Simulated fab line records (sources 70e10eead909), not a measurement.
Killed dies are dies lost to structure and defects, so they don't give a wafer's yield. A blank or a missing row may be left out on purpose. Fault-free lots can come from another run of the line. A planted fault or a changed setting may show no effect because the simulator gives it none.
fab line records | flow nand_harc
record: lots: 5 wafers: 15 last_day: 32
route steps=1302 shown A_STAIRCASE@758 END@1302
lots that met no fault: from a run of the same line without faults
start_h: the number of hours between the record's first day and the start of the first shown wafer of the lot | wait_h: time in hours since the lot's previous step | " repeats the value in the row above | L1.1+2: a single row standing in for several wafers | - no value, or no start was given | * or withheld: withheld | < > ~ a bound
route shown NAME@n: a module of which the file shows steps, and the number in the route of the first | usual: average and standard deviation across the fault-free wafers | same: alike in all rows | chamber/n: place in a boat | sites: readings site by site | _std_site: their standard deviation | _edge_site: mean of outer sites minus mean of inner sites | radius_mm: for every site, how far away it sits from the centre of the wafer | mask NAME#n: copy n | behind: the last tool/chamber to shape the wafer | hold: the reason the lot was held/the length of the hold in hours/how it ended | device: which transistor (n, p or np) failed to switch | end of line: at the end of the route, the tests of the same wafers | a step given without rows: its recipe and nothing more | killed: the dies lost at the first sort to structure and to defects; this is not the yield of the wafer | map: a wafer's dies, x killed, . not, _ none there
set.NAME: the setting the step ran with; set.NAME@STEP: the setting that earlier step ran with | model.NAME: the simulator's own value behind a step, which no gauge read
a table for each step, a row for each wafer; lots at some steps of the route
services: when a tool's chamber went out of use (start_h, in hours from the record's first day, below 0 if earlier), for how many hours, and the reason
== steps ==
step: NHARC_A_STAIRCASE_COAT_244
recipe: spin_rpm: 1200
step: NHARC_A_STAIRCASE_SOFTBAKE_245
recipe: temp_c: 135 time_s: 170
step: NHARC_A_STAIRCASE_EBR_246
step: NHARC_A_STAIRCASE_EXPOSE_247
recipe: na: 0.5 dose_mj: 25.34 mask_id: SDS_1
step: NHARC_A_STAIRCASE_PEB_248
recipe: peb_temp_c: 115 peb_time_s: 130
step: NHARC_A_STAIRCASE_DEVELOP_249
recipe: time_s: 140
step: NHARC_A_STAIRCASE_HARDBAKE_251
recipe: temp_c: 120 time_s: 140
step: NHARC_A_STAIRCASE_DESCUM_252
recipe: time_s: 3 o2_flow_sccm: 200 ar_flow_sccm: 0 bias_power_w: 0 chemistry: O2
step: NHARC_A_STAIRCASE_ETCH_253
recipe: target_depth_a: 500 time_s: 20.2 ion_energy_ev: 400 c4f8_flow_sccm: 20 o2_flow_sccm: 10 ar_flow_sccm: withheld rf_w: 600 bias_w: 1000 chemistry: C4F8/O2
usual: bias_w: 1000/3.3 oes_product_au: 0.958/0.02 rf_vpp_V: 897/5.6
columns lot.wafer tool chamber start_h wait_h bias_w oes_product_au rf_hours_counter_h rf_vpp_V
L750.4 rie_diel-12 2 387.40 0.1 999 0.967 36 899
L750.5 " 1 " " 996 0.966 - 906
L750.6 " 2 " " 996 0.984 - 898
L758.3 rie_diel-12 0 468.48 0.1 1001 0.956 7 904
L758.1 " 1 " " 1005 0.992 5 905
L758.4 " 2 " " 1005 0.963 4 897
L764.4 rie_diel-12 3 534.93 0.1 1000 0.953 25 889
L764.3 " 0 " " 999 0.954 21 901
L764.5 " 1 " " 999 0.965 - 906
L766.3 rie_diel-09 1 550.91 0.1 997 0.935 23 902
L766.5 " 0 " " 1003 0.964 - 890
L766.6 " 1 " " 994 0.929 - 902
L769.2 rie_diel-12 3 588.09 0.2 1001 0.937 41 889
L769.1 " 0 " " 998 0.941 32 902
L769.3 " 1 " " 1002 0.959 37 904
step: NHARC_A_STAIRCASE_STRIP_254
recipe: power_w: 1500 temp_c: 250 chemistry: O2
step: NHARC_A_STAIRCASE_STRIP_255
recipe: time_s: 900 temp_c: 130 chemistry: SPM
step: NHARC_A_STAIRCASE_PRECLEAN_256
recipe: time_s: * temp_c: 50 bath_age_min: 0 chemistry: SC1
usual: diw_flow_mL_min: 1415/4.1 sc1_h2o2_end_mol_l: 0.3698/0.00067 temp_c: 49.99/0.12
columns lot.wafer tool chamber start_h wait_h diw_flow_mL_min sc1_h2o2_end_mol_l temp_c
L750.5 wet_bench-04 7 387.89 - 1419 0.3694 50.14
L750.4 " 2 " " 1419 0.3704 49.99
L750.6 " 3 " " 1418 0.3683 49.92
L758.1 wet_bench-05 2 468.97 - 1413 0.3705 49.91
L758.4 " 4 " " 1413 0.3697 49.90
L758.3 " 5 " " 1413 0.3700 49.80
L764.3 wet_bench-05 5 535.41 - 1420 0.3705 49.93
L764.4 " 7 " " 1421 0.3699 50.06
L764.5 " 0 " " 1409 0.3703 50.07
L766.6 wet_bench-05 2 551.40 - 1411 0.3694 50.07
L766.5 " 3 " " 1414 0.3691 50.07
L766.3 " 5 " " 1412 0.3693 49.82
L769.1 wet_bench-06 4 588.59 - 1419 0.3696 49.85
L769.2 " 6 " " 1420 0.3699 50.15
L769.3 " 7 " " 1412 0.3686 49.84
step: NHARC_A_STAIRCASE_SRD_257
step: NHARC_A_STAIRCASE_HM_DEP_456
recipe: target_thk_a: 31000 temp_c: 400 material: aC
step: NHARC_A_STAIRCASE_DEP_259
recipe: target_thk_a: 300 target_thk_nm: 30 temp_c: 400 pressure_torr: 3.5 flow_sccm: 200 rf_w: 350 material: SiON
step: NHARC_A_STAIRCASE_DEHYDRATE_260
recipe: temp_c: 150 time_s: 120
step: NHARC_A_STAIRCASE_HMDS_261
recipe: time_s: 30
step: NHARC_A_STAIRCASE_COAT_262
recipe: spin_rpm: 1200
step: NHARC_A_STAIRCASE_SOFTBAKE_263
recipe: temp_c: 135 time_s: 170
step: NHARC_A_STAIRCASE_EBR_264
step: NHARC_A_STAIRCASE_EXPOSE_265
recipe: na: 0.5 dose_mj: 25.01 mask_id: CHOP_200
step: NHARC_A_STAIRCASE_PEB_266
recipe: peb_temp_c: 115 peb_time_s: 130
step: NHARC_A_STAIRCASE_DEVELOP_267
recipe: time_s: 140
step: NHARC_A_STAIRCASE_HARDBAKE_269
recipe: temp_c: 120 time_s: 140
step: NHARC_A_STAIRCASE_DESCUM_270
recipe: time_s: 3 o2_flow_sccm: 200 ar_flow_sccm: 0 bias_power_w: 0 chemistry: O2
step: NHARC_A_STAIRCASE_ETCH_271
recipe: cf4_flow_sccm: 100 chf3_flow_sccm: 30 ar_flow_sccm: 0 rf_w: 500 bias_w: 200 chemistry: CF4/CHF3
step: NHARC_A_STAIRCASE_HM_OPEN_457
recipe: o2_flow_sccm: 400 cos_flow_sccm: 20 ar_flow_sccm: 0 rf_w: 500 bias_w: 300 chemistry: O2/COS
usual: bias_w: 299.9/0.86 drypump_motor_current_A: 5.7/0.51 oes_product_au: 1.006/0.013 rf_vpp_V: 468/3.1 showerhead_plenum_p_Torr: 3.15/0.14 throttle_valve_pct: 28.330/0.009
columns lot.wafer tool chamber start_h wait_h bias_w drypump_motor_current_A oes_product_au rf_hours_counter_h rf_vpp_V showerhead_plenum_p_Torr throttle_valve_pct
L750.4 rie_diel-05 3 - - 299.7 5.3 0.988 49 465 3.00 28.340
L750.5 " 3 " " 300.4 5.2 0.990 - 464 3.00 28.330
L750.6 " 0 " " 299.8 5.4 1.000 - 469 3.17 28.344
L758.3 rie_diel-12 0 - - 300.6 6.1 1.020 8 470 3.29 28.339
L758.1 " 1 " " 299.0 5.1 1.031 7 472 3.34 28.337
L758.4 " 3 " " 300.1 5.1 1.008 7 466 2.96 28.328
L764.4 rie_diel-12 0 - - 299.5 6.1 1.017 23 472 3.28 28.327
L764.3 " 1 " " 299.9 5.2 1.018 23 471 3.33 28.318
L764.5 " 3 " " 300.0 5.1 1.012 - 463 2.95 28.331
L766.3 rie_diel-09 3 - - 300.1 5.8 0.994 20 467 3.12 28.314
L766.6 " 0 " " 299.3 6.0 1.009 - 464 2.95 28.321
L766.5 " 1 " " 298.8 6.2 0.979 - 472 3.27 28.327
L769.3 rie_diel-09 3 - - 300.3 5.8 0.995 33 466 3.12 28.325
L769.1 " 0 " " 300.2 6.0 1.019 36 463 2.95 28.331
L769.2 " 1 " " 300.0 6.2 1.016 39 470 3.26 28.333
step: NHARC_A_STAIRCASE_STRIP_458
recipe: o2_flow_sccm: 400 cos_flow_sccm: 20 ar_flow_sccm: 0 bias_w: 0 chemistry: O2/COS
step: NHARC_A_STAIRCASE_ETCH_451
recipe: target_depth_a: 300 overetch_a: 30 time_s: 16.5 ion_energy_ev: 100 cf4_flow_sccm: 80 o2_flow_sccm: 20 ar_flow_sccm: 0 rf_w: 300 bias_w: 100 chemistry: CF4/O2
step: NHARC_A_STAIRCASE_ETCH_273
recipe: target_depth_a: 1.02e+05 time_s: 2468.6 ion_energy_ev: 800 c4f8_flow_sccm: 80 o2_flow_sccm: 60 ar_flow_sccm: withheld rf_w: 600 bias_w: 3000 chemistry: C4F8/O2/Ar
usual: bias_w: 2999/9 oes_product_au: 0.942/0.014 rf_vpp_V: 1828/12
columns lot.wafer tool chamber start_h wait_h bias_w oes_product_au rf_hours_counter_h rf_vpp_V
L750.4 rie_diel-05 2 - - 2990 0.918 57 1823
L750.5 " 3 " " 3007 0.907 - 1816
L750.6 " 0 " " 3008 0.933 - 1830
L758.1 rie_diel-12 3 - - 2993 0.957 7 1813
L758.4 " 0 " " 2989 0.932 9 1840
L758.3 " 1 " " 2995 0.953 7 1845
L764.3 rie_diel-12 0 - - 2993 0.959 23 1839
L764.4 " 2 " " 2995 0.942 24 1830
L764.5 " 1 " " 2990 0.951 - 1844
L766.3 rie_diel-09 2 - - 3016 0.949 23 1841
L766.6 " 0 " " 2994 0.948 - 1812
L766.5 " 1 " " 2994 0.921 - 1838
L769.1 rie_diel-09 0 - - 3009 0.960 37 1812
L769.2 " 1 " " 2994 0.929 39 1838
L769.3 " 2 " " 3002 0.919 37 1840
step: NHARC_A_STAIRCASE_STRIP_274
recipe: o2_flow_sccm: 500 ar_flow_sccm: 0 bias_w: 0 chemistry: O2
step: NHARC_A_STAIRCASE_STRIP_275
recipe: time_s: 900 temp_c: 130 chemistry: SPM
step: NHARC_A_STAIRCASE_PRECLEAN_276
recipe: time_s: * temp_c: 50 bath_age_min: 0 chemistry: SC1
step: NHARC_A_STAIRCASE_SRD_277
step: NHARC_A_STAIRCASE_HM_DEP_459
recipe: target_thk_a: 15000 temp_c: 400 material: aC
usual: throttle_valve_pct: 35.001/0.0096
columns lot.wafer tool chamber start_h wait_h throttle_valve_pct
L750.4 acl_dep-02 0 395.06 1.0 35.001
L750.5 " 0 " " 34.998
L750.6 " 0 " " 35.014
L758.1 acl_dep-01 0 482.64 6.3 34.999
L758.3 " 0 " " 35.011
L758.4 " 0 " " 35.006
L764.3 acl_dep-02 0 542.86 0.7 35.005
L764.4 " 0 " " 34.985
L764.5 " 0 " " 35.008
L766.3 acl_dep-03 0 562.03 4.0 34.994
L766.5 " 0 " " 35.007
L766.6 " 0 " " 34.991
L769.1 acl_dep-02 0 596.42 1.0 35.016
L769.2 " 0 " " 34.999
L769.3 " 0 " " 34.999
step: NHARC_A_STAIRCASE_DEP_280
recipe: target_thk_a: 300 target_thk_nm: 30 temp_c: 400 pressure_torr: 3.5 flow_sccm: 200 rf_w: 350 material: SiON
usual: heater_power_w: 778/90
columns lot.wafer tool chamber start_h wait_h heater_power_w
L750.4 pecvd-02 0 396.08 0.7 812
L750.6 " 1 " " 870
L750.5 " 2 " " 757
L758.1 pecvd-02 2 484.54 1.6 685
L758.3 " 0 " " 773
L758.4 " 0 " " 757
L764.3 pecvd-03 1 544.17 1.0 623
L764.5 " 2 " " 829
L764.4 " 0 " " 849
L766.3 pecvd-02 1 563.29 1.0 759
L766.6 " 2 " " 683
L766.5 " 0 " " 743
L769.1 pecvd-03 1 598.35 1.6 626
L769.3 " 2 " " 872
L769.2 " 0 " " 802
step: NHARC_A_STAIRCASE_DEHYDRATE_281
recipe: temp_c: 150 time_s: 120
step: NHARC_A_STAIRCASE_HMDS_282
recipe: time_s: 30
step: NHARC_A_STAIRCASE_COAT_283
recipe: spin_rpm: 1200
step: NHARC_END_SORT_01
recipe: temp_c: 25
usual: killed_at_array: 59/16 killed_at_other: 0.7/1.1 killed_at_periphery: 4/3 killed_dies: 64/16 killed_open: 3.4/1.8 killed_short: 2.6/1.7
same: gross_dies: 677
columns lot.wafer tool chamber start_h wait_h killed_at_array killed_at_other killed_at_periphery killed_dies killed_open killed_short
L750.4 prober-02 0 587.56 3.4 72 1 1 74 3 2
L750.5 prober-02 0 588.36 3.7 67 2 3 72 5 4
L750.6 prober-02 0 589.16 4.0 78 1 1 80 3 4
L758.3 prober-02 0 661.18 3.1 124 2 6 132 2 3
L766.3 prober-01 0 747.99 3.1 67 1 4 72 2 5
L766.5 prober-01 0 749.59 3.7 69 0 4 73 4 2
L766.6 prober-01 0 750.39 4.0 74 1 4 79 4 4
killed by level:class
L750.4 A_CHANNEL_HOLE_D1:chamber_film_flake=32 A_SLIT:chamber_film_flake=16 A_WL_FILL:chamber_film_flake=5 A_CHANNEL_HOLE_D2:chamber_film_flake=4 A_STAIRCASE:chamber_film_flake=3 A_CONTACT:geometric_particle:open=2 A_M0:chamber_film_flake=2 A_CONTACT:unspecified=2
L750.5 A_CHANNEL_HOLE_D1:chamber_film_flake=33 A_SLIT:chamber_film_flake=17 A_CHANNEL_HOLE_D2:chamber_film_flake=6 A_WL_FILL:chamber_film_flake=2 P_M0:geometric_particle:open=1 P_M1:geometric_particle:open=1 A_ONON_D1:geometric_particle:short=1 A_ONON_D1:geometric_particle:open=1
L750.6 A_CHANNEL_HOLE_D1:chamber_film_flake=34 A_SLIT:chamber_film_flake=25 A_CONTACT:chamber_film_flake=6 A_CHANNEL_HOLE_D2:chamber_film_flake=3 A_ONON_D1:geometric_particle:short=2 A_STAIRCASE:chamber_film_flake=2 A_CHANNEL_FILL_D1:geometric_particle:open=1 A_CHANNEL_FILL_D1:geometric_particle:short=1
L758.3 A_STAIRCASE:unspecified=67 A_CHANNEL_HOLE_D1:chamber_film_flake=34 A_SLIT:chamber_film_flake=14 A_STAIRCASE:chamber_film_flake=3 P_STI:chamber_film_flake=2 THIN_TSV:chamber_film_flake=2 P_M0:geometric_particle:short=1 P_M1:geometric_particle:open=1
L766.3 A_CHANNEL_HOLE_D1:chamber_film_flake=29 A_SLIT:chamber_film_flake=18 A_CONTACT:chamber_film_flake=11 P_CONTACT:chamber_film_flake=3 A_STAIRCASE:chamber_film_flake=3 A_M0:geometric_particle:short=2 P_GATE:geometric_particle:short=1 A_CHANNEL_HOLE_D1:geometric_particle:short=1
L766.5 A_CHANNEL_HOLE_D1:chamber_film_flake=32 A_SLIT:chamber_film_flake=21 A_CONTACT:chamber_film_flake=7 A_DECK1_JOINT:chamber_film_flake=2 P_CONTACT:geometric_particle:open=1 A_ONON_D1:geometric_particle:short=1 A_CHANNEL_FILL_D2:geometric_particle:short=1 A_CHANNEL_FILL_D2:geometric_particle:open=1
L766.6 A_SLIT:chamber_film_flake=28 A_CHANNEL_HOLE_D1:chamber_film_flake=26 A_CONTACT:chamber_film_flake=7 A_WL_FILL:geometric_particle:short=4 P_CONTACT:chamber_film_flake=3 A_ZERO_WELL:chamber_film_flake=3 A_STAIRCASE:chamber_film_flake=2 P_CONTACT:geometric_particle:open=1
map L758.3 (x killed, . not)
____________x____________
_________..xx.x._________
_______..x..xxxxx._______
______.x..xxxxx.x..______
_____...xxxxxxxxx..._____
____....xxxxxxxx.x..x____
____.....xxxxxxx.x...____
___......xxxxxxx......___
___......xxxxxxx......___
__.....xxxxxxxxx.......__
__......x.xxxxxxx......__
_.x...x..xxxxxx.......x._
_......xxxxxx.x........._
_.....xxxx..xx.........._
_..x..xxxx..x..........._
_......xxx.x......x....._
.......xxxx..............
.....xx.xxx..............
.......xxx.x.....x.......
......x.x.........x......
........xx...............
_......................._
_....................x.._
_......................._
_............x.........._
_......................._
__.....................__
__...........x.........__
___.....x.............___
___...................___
____.................____
____.................____
_____..............._____
______........x....______
_______..........._______
_________......._________
____________.____________
map L764.5 (x killed, . not)
____________.____________
_________.x.x..x_________
_______x.x..x.x..._______
______.x..x.xxx....______
_____..x.x.xxxxxx..._____
____.....x..xxxxx....____
____x.........x......____
___........xxxxx......___
___.......x..xxx......___
__..........xxx........__
__...........x.........__
_......................._
_......................._
_.......x........x......_
_............x.......x.._
_..............x........_
..............x..........
.........................
.........................
.........................
.........................
_.................x....._
_.................x....._
_......................._
_......................._
_............x.........._
__.................x...__
__.....................__
___..........x........___
___..................x___
____.................____
____...........x.....____
_____..x............_____
______.............______
_______..........._______
_________......._________
____________.____________
== services ==
columns tool chamber start_h hours kind
pecvd-03 - 366.00 13.0 pm
acl_dep-01 - 369.12 13.0 pm
rie_diel-09 3 369.41 2.4 repair
wet_bench-06 - 369.60 8.0 pm
wet_bench-05 - 382.59 1.0 repair
rie_diel-05 - 406.60 9.0 pm
pecvd-02 - 408.69 13.0 pm
pecvd-03 - 412.51 0.6 repair
pecvd-02 1 421.80 10.9 repair
acl_dep-02 - 426.64 13.0 pm
pecvd-03 1 429.60 10.7 repair
rie_diel-09 2 436.62 4.4 repair
wet_bench-05 - 436.80 8.0 pm
rie_diel-12 - 446.93 9.0 pm
rie_diel-12 0 476.15 8.5 repair
rie_diel-09 - 497.12 9.0 pm
rie_diel-05 1 526.54 6.4 repair
rie_diel-05 - 541.85 0.6 repair
rie_diel-09 3 542.58 2.1 repair
rie_diel-05 - 544.38 0.7 repair
pecvd-03 - 547.00 13.0 pm
rie_diel-12 - 551.43 0.1 repair
rie_diel-05 - 583.60 9.0 pm
pecvd-02 - 589.69 13.0 pm
== key ==
first_sign: step: NHARC_END_SORT_01 reading: killed_dies direction: up sigmas: 4.1 usual: 64 struck: 132
effect: step: NHARC_END_SORT_01 reading: killed_at_array direction: up sigmas: 3.9 usual: 59 struck: 124
more_kills_born_at: NHARC_A_STAIRCASE_PRECLEAN_256@wet_bench-05: 67
met_at NHARC_A_STAIRCASE_PRECLEAN_256
struck_wafers L758.3
tester_left_out L758
fault: kind: chamber_particle_source tool: wet_bench-05 chamber: 5 onset_h: 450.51 steps: NHARC_A_STAIRCASE_PRECLEAN_256 rate_per_visit_cm2: 0.66021 end_h: 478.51
tester_left_out: of these lots the tester's yield and bins aren't shown, on N5 and GAA mostly nor the transistor test; their killed dies are dies lost to structure and defects alone, not to doping, threshold or leakage, so they don't give the yield
